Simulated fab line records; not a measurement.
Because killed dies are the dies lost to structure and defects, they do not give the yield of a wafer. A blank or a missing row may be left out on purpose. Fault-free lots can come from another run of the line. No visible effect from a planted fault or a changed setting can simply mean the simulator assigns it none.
3 desks looking at one fault + flow n5 finfet + every desk sees just its own numbers, and what lay behind them comes last

## AT THE METROLOGY DESK
What the gauges read, lot by lot, whatever tool the lot ran on: means of the sampled wafers that have a number. The brackets show how far a lot's mean lies from the usual mean; more than 4 standard deviations puts the lot out of limits, marked OUT.
Columns: A = cd nm at N5_SD_EPI_N_CD_MEAS_09, usual 120.2 nm; B = SD_N_BLK_OVL at N5_SD_EPI_N_OVL_MEAS_10, usual -0.2 nm
| lot  | first seen here | A     | B    |
|------|-----------------|-------|------|
| L336 | day 3 02:02     | 120.9 | -0.3 |
| L343 | day 4 20:54     | 119.8 | -1.1 |
| L344 | day 5 00:28     | 120.9 | -0.3 |
| L348 | day 6 03:38     | 118.8 | 0.2  |
| L350 | day 6 12:22     | 121.2 | 0.4  |
| L357 | day 8 10:28     | 119.2 | -0.1 |
| L358 | day 8 14:31     | 120.9 | -0.8 |
This desk found nothing out of limits on any of the 7 lots.

## AT THE TOOL OWNER'S DESK: rie diel-03
The tool's own readings at N5_SD_EPI_N_ETCH_35 (etches SOC in N2/H2, overetch 108 nm, time 486 s): means of the sampled wafers that have a number, for each lot that ran on this tool. The brackets show how far a lot's mean lies from the usual mean; more than 4 standard deviations puts the lot out of limits, marked OUT.
Columns: A = drypump motor current A at N5_SD_EPI_N_ETCH_35, usual 5.6 A; B = oes product au at N5_SD_EPI_N_ETCH_35, usual 0.68 a.u.; C = rf vpp V at N5_SD_EPI_N_ETCH_35, usual 240.9 V; D = showerhead plenum p Torr at N5_SD_EPI_N_ETCH_35, usual 2.55 Torr; E = throttle valve pct at N5_SD_EPI_N_ETCH_35, usual 23.86 %
| lot  | first seen here | A   | B    | C     | D    | E     |
|------|-----------------|-----|------|-------|------|-------|
| L336 | day 3 02:21     | 5.7 | 0.64 | 241.5 | 2.54 | 23.95 |
| L343 | day 4 21:05     | 5.8 | 0.60 | 240.9 | 2.50 | 24.04 |
| L344 | day 5 00:39     | 5.8 | 0.59 | 240.6 | 2.50 | 24.04 |
| L348 | day 6 03:58     | 5.8 | 0.56 | 241.3 | 2.50 | 24.04 |
| L358 | day 8 14:57     | 5.6 | 0.76 | 241.7 | 2.52 | 23.68 |
This desk found nothing out of limits on any of the 5 lots.

## THE DEFECT DESK
Lot by lot, what the route's inspections counted, given as the mean of those sampled wafers with a number. The brackets show how far a lot's mean lies from the usual mean; more than 4 standard deviations puts the lot out of limits, marked OUT.
Columns: A = raw defect count at N5_SD_EPI_N_INSPECT_11, usual 2.2
| lot  | first seen here | A   |
|------|-----------------|-----|
| L336 | day 3 02:05     | 2.3 |
| L343 | day 4 20:57     | 1.5 |
| L344 | day 5 00:31     | 1.0 |
| L348 | day 6 03:41     | 1.5 |
| L350 | day 6 12:25     | 1.7 |
| L357 | day 8 10:31     | 2.0 |
| L358 | day 8 14:34     | 2.3 |
This desk found nothing out of limits on any of the 7 lots.

## ALL TOGETHER
From the metrology desk's view, nothing was out of limits.
Nothing out of limits was seen by the tool owner's desk.
The defect desk saw nothing out of limits.

## WHAT THE SIMULATOR HAD INSERTED
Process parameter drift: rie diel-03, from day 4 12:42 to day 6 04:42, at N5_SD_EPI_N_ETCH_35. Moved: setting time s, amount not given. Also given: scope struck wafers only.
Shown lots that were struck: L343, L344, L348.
